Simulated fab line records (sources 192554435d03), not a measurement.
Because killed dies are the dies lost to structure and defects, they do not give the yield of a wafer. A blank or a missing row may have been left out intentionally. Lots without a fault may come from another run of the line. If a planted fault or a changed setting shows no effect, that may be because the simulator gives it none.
Matching of chambers -- flow n5-finfet -- N5_FIN_SAQP_SPACER1_ETCHBACK_25 on rie-diel-04 has 4 sister chambers
The step etches SiO2 in CHF3/O2, target depth 24.4 nm, time 12.2 s. 14 wafers are shown with their chamber, then 7 later ones without.

WAFERS WITH THEIR CHAMBER
wafer,chamber,showerhead-plenum-p-Torr (Torr),drypump-motor-current-A (A),oes_o_777_au (a.u.)
L076.2,0,2.51,5.7,0.72
L076.3,2,2.38,6.3,0.94
L076.4,1,2.31,5.8,0.76
L080.2,1,2.31,5.9,0.75
L080.3,2,2.38,6.3,0.93
L080.6,3,2.44,5.1,0.81
L083.1,1,2.30,5.8,0.75
L083.5,3,2.44,5.1,0.80
L083.6,2,2.38,6.3,0.92
L086.1,0,2.50,5.8,0.71
L086.2,1,2.30,5.9,0.74
L086.4,2,2.37,6.3,0.91
L089.1,2,2.37,6.3,0.91
L089.2,3,2.44,5.1,0.80

SIGNATURES, as means of the wafers listed above
reading,chamber 0,chamber 1,chamber 2,chamber 3,scatter within a chamber
showerhead-plenum-p-Torr,2.5050,2.3050,2.3760,2.4400,0.0052
drypump-motor-current-A,5.750,5.850,6.300,5.100,0.0387
oes_o_777_au,0.7150,0.7500,0.9220,0.8033,0.00998
Rule: distance of a wafer from a chamber = root of the sum over the readings of ((wafer's reading minus chamber's mean) / reading's scatter) squared. The wafer belongs to the nearest chamber; if the next one is less than 2 further off, it can't be placed. The scatter is the square root of a quotient: the sum, over the shown wafers, of each reading's squared deviation from its chamber's mean, divided by wafers minus chambers.

WAFERS MISSING THEIR CHAMBER
wafer,showerhead-plenum-p-Torr (Torr),drypump-motor-current-A (A),oes_o_777_au (a.u.)
L089.6,2.44,5.1,0.79
L094.1,2.29,5.9,0.73
L094.4,2.37,6.3,0.89
L094.5,2.43,5.1,0.78
L096.3,2.37,6.3,0.88
L096.5,2.29,5.9,0.73
L096.6,2.37,6.3,0.88

WHICH CHAMBER EACH ONE RAN IN
wafer,from the rows above,in truth
L089.6,3,3
L094.1,1,1
L094.4,2,2
L094.5,3,3
L096.3,2,2
L096.5,1,1
L096.6,2,2
7 of 7 placed correctly. Left unplaced by these rows: 0. Placed wrongly: 0.
